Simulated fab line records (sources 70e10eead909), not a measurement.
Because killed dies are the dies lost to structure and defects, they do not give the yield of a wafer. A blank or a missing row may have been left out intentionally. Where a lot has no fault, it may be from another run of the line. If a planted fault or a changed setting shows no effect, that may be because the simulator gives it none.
fab line records	flow nand-harc
record lots=24	wafers=72	last-day=24
route steps=1159 shown A_CONTACT@864
lots untouched by any fault: they come from a run of this same line in which no faults occurred
start-h: start of the lot's first displayed wafer, in hours after the record's first day	wait-h: hours from the lot's prior step to this one	" identical to the entry in the row above	L1.1+2: a row that stands for several wafers	- no value present, or no start provided	* or withheld: withheld	< > ~ a bound
route shown NAME@n: names a module that has steps shown in the file, with the first one's number in the route	usual: average and standard deviation across the fault-free wafers	same: alike in all rows	chamber/n: place in a boat	sites: the reading at each site	_std_site: the standard deviation of these	_edge_site: outer sites' mean less inner sites'	radius-mm: how far each site lies from the wafer's centre	mask NAME#n: copy n	behind: the tool/chamber that last shaped the wafer	hold: the reason the lot was held/the length of the hold in hours/how it ended	device: which transistor (n, p or np) failed to switch	end of line: the same wafers' tests at the end of the route	a step with no rows: only its recipe	killed: the dies lost at the first sort to structure and to defects; this is not the yield of the wafer	map: the dies of a wafer, with x for killed, . for not killed, _ for no die there
set.NAME: setting as actually run; set.NAME@STEP: the setting as run at that earlier step	model.NAME: the simulator's own value behind a step, which no gauge read
route steps across a sampled set of lots; one table per step, one row per wafer
services: when a tool's chamber went out of use (start-h, in hours from the record's first day, below 0 if earlier), for how many hours, and the reason
## steps
# step NHARC_A_CONTACT_ETCH_113
# recipe source-w=withheld	pressure-mtorr=20	bias-v=3000	time-s=94	target-depth-a=9220	ar-flow-sccm=withheld	c4f8-flow-sccm=withheld	o2-flow-sccm=withheld	chemistry=C4F8/O2/Ar
# same time-s=94
lot.wafer	tool	chamber	start-h	wait-h	rf-hours-counter-h
L075.2	har-cap-etch-02	1	379.26	0.1	8
L075.1	"	0	"	"	8
L075.4	"	0	"	"	-
L076.1	har-cap-etch-03	1	380.21	0.1	82
L076.3	"	1	"	"	-
L076.5	"	1	"	"	-
L078.2	har-cap-etch-01	0	384.22	0.1	57
L078.4	"	1	"	"	-
L078.5	"	1	"	"	-
L074.1	har-cap-etch-02	0	384.86	0.1	9
L074.4	"	1	"	"	-
L074.6	"	1	"	"	-
L079.3	har-cap-etch-03	0	398.02	0.1	-
L079.6	"	1	"	"	-
L079.5	"	0	"	"	-
L077.3	har-cap-etch-01	0	401.17	0.1	-
L077.6	"	0	"	"	-
L077.5	"	1	"	"	-
L080.1	har-cap-etch-01	0	409.43	0.1	62
L080.3	"	1	"	"	-
L080.5	"	1	"	"	-
L081.2	har-cap-etch-02	0	416.18	0.1	14
L081.3	"	1	"	"	-
L081.5	"	1	"	"	-
L082.1	har-cap-etch-01	1	423.15	0.1	64
L082.4	"	0	"	"	-
L082.5	"	1	"	"	-
L083.2	har-cap-etch-02	0	423.66	0.1	16
L083.4	"	1	"	"	-
L083.6	"	0	"	"	-
L084.2	har-cap-etch-02	1	427.62	0.1	17
L084.4	"	0	"	"	-
L084.6	"	0	"	"	-
L085.4	har-cap-etch-01	1	439.21	0.1	-
L085.6	"	0	"	"	-
L085.5	"	1	"	"	-
L086.2	har-cap-etch-02	1	439.92	0.1	19
L086.4	"	1	"	"	-
L086.6	"	0	"	"	-
L087.2	har-cap-etch-02	0	446.03	0.1	21
L087.1	"	1	"	"	21
L087.4	"	0	"	"	-
L089.1	har-cap-etch-01	1	450.99	0.1	71
L089.4	"	0	"	"	-
L089.5	"	0	"	"	-
L088.1	har-cap-etch-02	1	452.25	0.1	22
L088.5	"	0	"	"	-
L088.6	"	1	"	"	-
L091.1	har-cap-etch-03	1	464.12	0.1	99
L091.2	"	0	"	"	99
L091.3	"	1	"	"	-
L090.3	har-cap-etch-01	1	466.55	0.1	-
L090.4	"	0	"	"	-
L090.6	"	1	"	"	-
L092.3	har-cap-etch-03	1	468.80	0.1	-
L092.4	"	0	"	"	-
L092.5	"	1	"	"	-
L095.2	har-cap-etch-01	1	482.20	0.1	76
L095.5	"	0	"	"	-
L095.6	"	1	"	"	-
L093.2	har-cap-etch-02	0	484.22	0.1	29
L093.3	"	1	"	"	-
L093.5	"	0	"	"	-
L094.1	har-cap-etch-01	1	491.49	0.1	78
L094.4	"	0	"	"	-
L094.6	"	1	"	"	-
L096.3	har-cap-etch-02	1	498.61	0.1	-
L096.5	"	1	"	"	-
L096.6	"	0	"	"	-
L097.1	har-cap-etch-02	0	505.31	0.1	32
L097.2	"	1	"	"	32
L097.4	"	0	"	"	-
# step NHARC_A_CONTACT_ETCH_118
# recipe source-w=withheld	pressure-mtorr=20	bias-v=3000	time-s=94	target-depth-a=9220	ar-flow-sccm=withheld	c4f8-flow-sccm=withheld	o2-flow-sccm=withheld	chemistry=C4F8/O2/Ar
# same time-s=94
lot.wafer	tool	chamber	start-h	wait-h	rf-hours-counter-h
L075.2	har-cap-etch-02	1	379.72	0.1	8
L075.1	"	0	"	"	8
L075.4	"	0	"	"	-
L076.1	har-cap-etch-03	1	380.67	0.1	82
L076.3	"	1	"	"	-
L076.5	"	1	"	"	-
L078.2	har-cap-etch-01	0	384.67	0.1	57
L078.4	"	1	"	"	-
L078.5	"	1	"	"	-
L074.1	har-cap-etch-02	0	385.31	0.1	10
L074.4	"	1	"	"	-
L074.6	"	1	"	"	-
L079.3	har-cap-etch-03	0	398.48	0.1	-
L079.6	"	1	"	"	-
L079.5	"	0	"	"	-
L077.3	har-cap-etch-01	0	401.62	0.1	-
L077.6	"	0	"	"	-
L077.5	"	1	"	"	-
L080.1	har-cap-etch-01	0	409.88	0.1	63
L080.3	"	1	"	"	-
L080.5	"	1	"	"	-
L081.2	har-cap-etch-02	0	416.64	0.1	15
L081.3	"	1	"	"	-
L081.5	"	1	"	"	-
L082.1	har-cap-etch-01	1	423.60	0.1	64
L082.4	"	0	"	"	-
L082.5	"	1	"	"	-
L083.2	har-cap-etch-02	0	424.12	0.1	16
L083.4	"	1	"	"	-
L083.6	"	0	"	"	-
L084.2	har-cap-etch-02	1	428.08	0.1	17
L084.4	"	0	"	"	-
L084.6	"	0	"	"	-
L085.4	har-cap-etch-01	1	439.66	0.1	-
L085.6	"	0	"	"	-
L085.5	"	1	"	"	-
L086.2	har-cap-etch-02	1	440.53	0.1	20
L086.4	"	1	"	"	-
L086.6	"	0	"	"	-
L087.2	har-cap-etch-02	0	446.63	0.1	21
L087.1	"	1	"	"	21
L087.4	"	0	"	"	-
L089.1	har-cap-etch-01	1	451.45	0.1	71
L089.4	"	0	"	"	-
L089.5	"	0	"	"	-
L088.1	har-cap-etch-02	1	452.71	0.1	22
L088.5	"	0	"	"	-
L088.6	"	1	"	"	-
L091.1	har-cap-etch-03	1	464.58	0.1	99
L091.2	"	0	"	"	99
L091.3	"	1	"	"	-
L090.3	har-cap-etch-01	1	467.00	0.1	-
L090.4	"	0	"	"	-
L090.6	"	1	"	"	-
L092.3	har-cap-etch-03	1	469.25	0.1	-
L092.4	"	0	"	"	-
L092.5	"	1	"	"	-
L095.2	har-cap-etch-01	1	482.81	0.1	77
L095.5	"	0	"	"	-
L095.6	"	1	"	"	-
L093.2	har-cap-etch-02	0	484.68	0.1	29
L093.3	"	1	"	"	-
L093.5	"	0	"	"	-
L094.1	har-cap-etch-01	1	491.94	0.1	78
L094.4	"	0	"	"	-
L094.6	"	1	"	"	-
L096.3	har-cap-etch-02	1	499.06	0.1	-
L096.5	"	1	"	"	-
L096.6	"	0	"	"	-
L097.1	har-cap-etch-02	0	505.77	0.1	33
L097.2	"	1	"	"	33
L097.4	"	0	"	"	-
# step NHARC_A_CONTACT_CD_MEAS_53
# usual cd-nm=189.7/0.8
lot.wafer	tool	chamber	start-h	wait-h	cd-nm
L075.1	cd-sem-03	-	380.99	-	188.8
L075.2	"	-	"	"	189.6
L075.4	"	-	"	"	189.5
L076.1	cd-sem-01	-	381.96	-	189.4
L076.3	"	-	"	"	190.1
L076.5	"	-	"	"	189.5
L078.2	cd-sem-03	-	385.93	-	188.7
L078.4	"	-	"	"	189.0
L078.5	"	-	"	"	188.7
L074.1	cd-sem-03	-	386.62	-	189.6
L074.4	"	-	"	"	188.9
L074.6	"	-	"	"	189.8
L079.3	cd-sem-01	-	400.21	-	189.3
L079.5	"	-	"	"	189.6
L079.6	"	-	"	"	190.0
L077.3	cd-sem-02	-	402.87	-	189.6
L077.5	"	-	"	"	188.8
L077.6	"	-	"	"	190.0
L080.1	cd-sem-03	-	411.20	-	191.0
L080.3	"	-	"	"	190.4
L080.5	"	-	"	"	191.7
L081.2	cd-sem-03	-	417.91	-	189.7
L081.3	"	-	"	"	190.0
L081.5	"	-	"	"	188.9
L082.1	cd-sem-02	-	425.01	-	190.2
L082.4	"	-	"	"	189.7
L082.5	"	-	"	"	189.0
L083.2	cd-sem-01	-	425.54	-	189.7
L083.4	"	-	"	"	189.2
L083.6	"	-	"	"	189.9
L084.2	cd-sem-01	-	429.34	-	189.2
L084.4	"	-	"	"	188.8
L084.6	"	-	"	"	189.8
L085.4	cd-sem-03	-	440.89	-	189.7
L085.5	"	-	"	"	190.4
L085.6	"	-	"	"	190.5
L086.2	cd-sem-01	-	442.05	-	190.7
L086.4	"	-	"	"	189.7
L086.6	"	-	"	"	189.4
L087.1	cd-sem-02	-	448.17	-	189.2
L087.2	"	-	"	"	189.1
L087.4	"	-	"	"	189.1
L089.1	cd-sem-01	-	452.75	-	190.4
L089.4	"	-	"	"	190.6
L089.5	"	-	"	"	189.9
L088.1	cd-sem-01	-	454.18	-	190.7
L088.5	"	-	"	"	190.7
L088.6	"	-	"	"	190.0
L091.1	cd-sem-01	-	465.90	-	187.5
L091.2	"	-	"	"	188.0
L091.3	"	-	"	"	187.8
L090.3	cd-sem-02	-	468.27	-	189.2
L090.4	"	-	"	"	190.5
L090.6	"	-	"	"	189.2
L092.3	cd-sem-02	-	470.50	-	189.2
L092.4	"	-	"	"	189.6
L092.5	"	-	"	"	189.4
L095.2	cd-sem-01	-	484.67	-	190.7
L095.5	"	-	"	"	190.2
L095.6	"	-	"	"	190.8
L093.2	cd-sem-03	-	485.95	-	190.3
L093.3	"	-	"	"	189.4
L093.5	"	-	"	"	189.4
L094.1	cd-sem-01	-	493.20	-	191.1
L094.4	"	-	"	"	190.9
L094.6	"	-	"	"	190.7
L096.3	cd-sem-02	-	500.79	-	190.8
L096.5	"	-	"	"	190.7
L096.6	"	-	"	"	189.7
L097.1	cd-sem-01	-	507.08	-	189.6
L097.2	"	-	"	"	189.8
L097.4	"	-	"	"	189.8
# step NHARC_A_CONTACT_DEP_58
# recipe target-thk-a=600	target-thk-nm=60	temp-c=400	pressure-torr=3.5	flow-sccm=200	rf-w=350	material=SiON
# usual heater-power-w=785/110
lot.wafer	tool	chamber	start-h	wait-h	heater-power-w
L075.1	pecvd-01	1	383.69	1.5	646
L075.2	"	2	"	"	854
L075.4	"	1	"	"	649
L076.1	pecvd-01	1	384.76	1.5	669
L076.3	"	0	"	"	780
L076.5	"	1	"	"	685
L078.2	pecvd-03	1	388.65	1.2	698
L078.5	"	1	"	"	707
L078.4	"	0	"	"	631
L074.1	pecvd-03	0	389.44	1.5	615
L074.4	"	0	"	"	606
L074.6	"	1	"	"	778
L079.3	pecvd-04	0	404.46	1.1	646
L079.6	"	2	"	"	931
L079.5	"	0	"	"	695
L077.3	pecvd-03	0	405.94	0.9	648
L077.6	"	1	"	"	753
L077.5	"	2	"	"	975
L080.1	pecvd-04	1	415.54	1.5	791
L080.3	"	2	"	"	951
L080.5	"	0	"	"	685
L081.3	pecvd-04	2	421.95	0.9	958
L081.2	"	1	"	"	684
L081.5	"	1	"	"	698
L082.1	pecvd-03	0	430.92	1.6	634
L082.4	"	2	"	"	1005
L082.5	"	0	"	"	651
L083.2	pecvd-04	0	430.95	1.3	643
L083.4	"	0	"	"	678
L083.6	"	2	"	"	970
L084.2	pecvd-04	1	432.32	1.2	743
L084.6	"	0	"	"	752
L084.4	"	2	"	"	823
L085.4	pecvd-03	2	443.97	0.7	898
L085.5	"	1	"	"	741
L085.6	"	2	"	"	879
L086.2	pecvd-01	2	444.78	1.2	876
L086.4	"	1	"	"	625
L086.6	"	2	"	"	925
L087.1	pecvd-01	2	452.03	1.5	894
L087.2	"	0	"	"	825
L087.4	"	0	"	"	833
L089.1	pecvd-01	0	455.76	1.5	742
L089.4	"	0	"	"	723
L089.5	"	1	"	"	580
L088.1	pecvd-04	1	457.70	1.7	747
L088.5	"	0	"	"	710
L088.6	"	1	"	"	766
L091.1	pecvd-01	1	469.20	1.5	677
L091.3	"	2	"	"	958
L091.2	"	0	"	"	869
L090.3	pecvd-01	2	470.95	0.9	885
L090.6	"	0	"	"	832
L090.4	"	1	"	"	625
L092.3	pecvd-03	2	473.28	0.9	850
L092.5	"	1	"	"	796
L092.4	"	0	"	"	696
L093.3	pecvd-03	1	490.26	0.9	680
L093.2	"	2	"	"	1011
L093.5	"	0	"	"	643
L095.2	pecvd-01	0	490.27	1.2	850
L095.6	"	1	"	"	624
L095.5	"	0	"	"	877
L094.1	pecvd-03	0	495.94	1.5	740
L094.4	"	1	"	"	796
L094.6	"	2	"	"	1005
L096.3	pecvd-01	2	506.30	0.9	915
L096.5	"	2	"	"	954
L096.6	"	0	"	"	833
L097.1	pecvd-04	2	510.16	1.5	886
L097.2	"	0	"	"	724
L097.4	"	2	"	"	891
# step NHARC_A_CONTACT_CD_MEAS_69
# recipe target-cd-nm=200	landing-energy-ev=500
# usual cd-nm=199.9/0.45
# same landing-energy-ev=500
lot.wafer	tool	chamber	start-h	wait-h	cd-nm
L075.1	cd-sem-02	0	384.41	-	200.3
L075.2	"	0	"	"	200.0
L075.4	"	0	"	"	199.9
L076.1	cd-sem-03	0	385.48	-	200.3
L076.3	"	0	"	"	201.0
L076.5	"	0	"	"	200.2
L078.2	cd-sem-02	0	389.37	-	200.1
L078.4	"	0	"	"	199.7
L078.5	"	0	"	"	199.9
L074.1	cd-sem-03	0	390.13	-	199.4
L074.4	"	0	"	"	199.8
L074.6	"	0	"	"	199.3
L079.3	cd-sem-01	0	405.00	-	199.3
L079.5	"	0	"	"	199.8
L079.6	"	0	"	"	199.8
L077.3	cd-sem-01	0	406.67	-	200.6
L077.5	"	0	"	"	199.4
L077.6	"	0	"	"	200.5
L080.1	cd-sem-01	0	416.26	-	200.2
L080.3	"	0	"	"	199.8
L080.5	"	0	"	"	199.7
L081.2	cd-sem-02	0	422.67	-	199.8
L081.3	"	0	"	"	199.6
L081.5	"	0	"	"	199.6
L082.1	cd-sem-03	0	431.61	-	200.5
L082.4	"	0	"	"	200.4
L082.5	"	0	"	"	200.0
L083.2	cd-sem-03	0	431.77	-	199.4
L083.4	"	0	"	"	200.1
L083.6	"	0	"	"	199.2
L084.2	cd-sem-01	0	433.02	-	200.2
L084.4	"	0	"	"	199.7
L084.6	"	0	"	"	199.9
L085.4	cd-sem-01	0	444.66	-	200.2
L085.5	"	0	"	"	200.3
L085.6	"	0	"	"	199.7
L086.2	cd-sem-03	0	445.48	-	200.2
L086.4	"	0	"	"	200.6
L086.6	"	0	"	"	200.1
L087.1	cd-sem-02	0	452.63	-	199.4
L087.2	"	0	"	"	199.2
L087.4	"	0	"	"	199.0
L089.1	cd-sem-03	0	456.49	-	200.0
L089.4	"	0	"	"	200.7
L089.5	"	0	"	"	200.3
L088.1	cd-sem-02	0	458.34	-	200.1
L088.5	"	0	"	"	200.1
L088.6	"	0	"	"	199.1
L091.1	cd-sem-02	0	469.80	-	199.8
L091.2	"	0	"	"	199.8
L091.3	"	0	"	"	200.1
L090.3	cd-sem-03	0	471.56	-	199.1
L090.4	"	0	"	"	199.5
L090.6	"	0	"	"	199.6
L092.3	cd-sem-03	0	473.98	-	200.0
L092.4	"	0	"	"	199.4
L092.5	"	0	"	"	200.1
L095.2	cd-sem-02	0	490.93	-	200.7
L095.5	"	0	"	"	200.4
L095.6	"	0	"	"	200.9
L093.2	cd-sem-01	0	491.09	-	200.1
L093.3	"	0	"	"	199.1
L093.5	"	0	"	"	200.2
L094.1	cd-sem-03	0	496.60	-	199.8
L094.4	"	0	"	"	199.6
L094.6	"	0	"	"	199.9
L096.3	cd-sem-02	0	506.87	-	200.7
L096.5	"	0	"	"	200.2
L096.6	"	0	"	"	200.5
L097.1	cd-sem-02	0	510.74	-	199.9
L097.2	"	0	"	"	199.3
L097.4	"	0	"	"	200.0
# step NHARC_A_CONTACT_ETCH_130
# recipe source-w=withheld	pressure-mtorr=20	bias-v=1200	time-s=155	target-depth-a=9560	ar-flow-sccm=withheld	c4f8-flow-sccm=withheld	o2-flow-sccm=withheld	chemistry=C4F8/O2/Ar
# same time-s=155
lot.wafer	tool	chamber	start-h	wait-h	rf-hours-counter-h
L075.2	har-cap-etch-03	0	386.64	0.1	84
L075.1	"	1	"	"	84
L075.4	"	1	"	"	-
L076.1	har-cap-etch-01	0	387.72	0.1	59
L076.3	"	0	"	"	-
L076.5	"	0	"	"	-
L078.2	har-cap-etch-02	1	391.59	0.1	11
L078.4	"	0	"	"	-
L078.5	"	1	"	"	-
L074.1	har-cap-etch-03	0	392.65	0.1	85
L074.4	"	1	"	"	-
L074.6	"	0	"	"	-
L079.3	har-cap-etch-03	1	407.53	0.1	-
L079.6	"	1	"	"	-
L079.5	"	0	"	"	-
L077.3	har-cap-etch-02	1	408.93	0.1	-
L077.6	"	1	"	"	-
L077.5	"	0	"	"	-
L080.1	har-cap-etch-03	0	418.48	0.1	90
L080.3	"	0	"	"	-
L080.5	"	0	"	"	-
L081.2	har-cap-etch-03	0	425.22	0.1	91
L081.3	"	1	"	"	-
L081.5	"	0	"	"	-
L082.1	har-cap-etch-01	0	434.59	0.1	67
L082.4	"	1	"	"	-
L082.5	"	1	"	"	-
L083.2	har-cap-etch-02	0	434.99	0.1	19
L083.4	"	0	"	"	-
L083.6	"	0	"	"	-
L084.2	har-cap-etch-03	0	435.47	0.1	93
L084.4	"	0	"	"	-
L084.6	"	0	"	"	-
L085.4	har-cap-etch-01	0	446.93	0.1	-
L085.6	"	0	"	"	-
L085.5	"	1	"	"	-
L086.2	har-cap-etch-03	0	447.95	0.1	96
L086.4	"	0	"	"	-
L086.6	"	1	"	"	-
L087.1	har-cap-etch-01	0	455.07	0.1	72
L087.2	"	1	"	"	72
L087.4	"	0	"	"	-
L089.1	har-cap-etch-03	1	458.69	0.1	98
L089.4	"	0	"	"	-
L089.5	"	1	"	"	-
L088.1	har-cap-etch-02	0	460.56	0.1	24
L088.5	"	0	"	"	-
L088.6	"	1	"	"	-
L091.1	har-cap-etch-02	1	472.08	0.1	27
L091.2	"	0	"	"	27
L091.3	"	1	"	"	-
L090.4	har-cap-etch-01	1	473.84	0.1	-
L090.3	"	0	"	"	-
L090.6	"	1	"	"	-
L092.4	har-cap-etch-03	0	476.25	0.1	-
L092.3	"	1	"	"	-
L092.5	"	1	"	"	-
L095.2	har-cap-etch-02	1	493.18	0.1	30
L095.6	"	1	"	"	-
L095.5	"	0	"	"	-
L093.2	har-cap-etch-03	1	493.30	0.1	104
L093.3	"	0	"	"	-
L093.5	"	1	"	"	-
L094.1	har-cap-etch-01	0	498.85	0.1	79
L094.4	"	0	"	"	-
L094.6	"	0	"	"	-
L096.3	har-cap-etch-01	0	509.39	0.1	-
L096.6	"	1	"	"	-
L096.5	"	0	"	"	-
L097.1	har-cap-etch-02	0	512.97	0.1	34
L097.2	"	1	"	"	34
L097.4	"	0	"	"	-
## services
tool	chamber	start-h	hours	kind
pecvd-01	0	357.14	4.0	repair
pecvd-04	-	376.13	13.0	pm
pecvd-04	0	376.13	13.0	vent-cycle
pecvd-04	1	376.13	13.0	vent-cycle
pecvd-04	2	376.13	13.0	vent-cycle
pecvd-03	-	390.62	0.5	repair
pecvd-01	-	418.00	13.0	pm
pecvd-01	0	418.00	13.0	vent-cycle
pecvd-01	1	418.00	13.0	vent-cycle
pecvd-01	2	418.00	13.7	vent-cycle
pecvd-01	0	431.00	-	clean
pecvd-01	1	431.00	-	clean
pecvd-03	0	440.29	4.2	repair
pecvd-04	2	450.28	15.4	repair
pecvd-03	-	473.42	13.0	pm
pecvd-03	0	473.42	13.0	vent-cycle
pecvd-03	1	473.42	13.0	vent-cycle
pecvd-03	2	473.42	13.0	vent-cycle
pecvd-03	0	486.42	-	clean
pecvd-03	1	486.42	-	clean
pecvd-03	2	486.42	-	clean
pecvd-03	0	508.13	4.5	repair
pecvd-03	-	510.43	0.7	repair
pecvd-01	0	512.35	2.2	repair
## key
fault none
